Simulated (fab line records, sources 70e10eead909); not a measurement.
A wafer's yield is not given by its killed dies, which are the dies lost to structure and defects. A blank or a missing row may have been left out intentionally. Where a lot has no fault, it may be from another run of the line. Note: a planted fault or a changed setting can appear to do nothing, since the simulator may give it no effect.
Matching of chambers    flow nand-harc    4 sister chambers for NHARC_P_M0_CMP_23 on cmp-01
The step polishes, t overpolish 20 s, target thk 117.54 nm. 8 wafers are shown with their chamber, then 8 later ones without.

## WAFERS PAIRED WITH THEIR CHAMBERS
wafer   chamber  motor-current-A (A)  time-to-endpoint-s (s)
L720.5  0        13.3                 27
L721.4  3        12.4                 32
L723.2  1        10.1                 32
L723.3  0        13.6                 29
L723.4  3        12.3                 32
L724.4  1        10.5                 33
L724.6  2        12.0                 33
L725.1  2        11.7                 34

## WAFERS MISSING THEIR CHAMBER
wafer   motor-current-A (A)  time-to-endpoint-s (s)
L725.5  12.5                 32
L725.6  11.9                 34
L728.2  12.9                 33
L728.5  13.9                 32
L728.6  9.9                  34
L730.2  14.1                 28
L730.4  11.3                 32
L730.5  9.9                  31

## WHICH CHAMBER EACH ONE RAN IN
wafer   from the rows above           in truth
L725.5  3                             3
L725.6  2                             2
L728.2  3                             3
L728.5  0                             0
L728.6  1                             1
L730.2  0                             0
L730.4  can't be placed: 2 or 1 or 3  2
L730.5  1                             1
Correctly placed: 7 of 8. Not placeable from these rows: 1 (in 1, the candidates include the true chamber). Placed wrongly: 0.
How it was worked out, from the rows above alone: a wafer's distance from a chamber is the root of the sum, over the readings, of the square of ((its reading less the chamber's mean) divided by the reading's scatter). The wafer belongs to the nearest chamber; if the next one is less than 2 further off, it can't be placed. Each chamber's mean is taken over the wafers shown for it. The scatter is the square root of a quotient: the sum, over the shown wafers, of each reading's squared deviation from its chamber's mean, divided by wafers minus chambers.
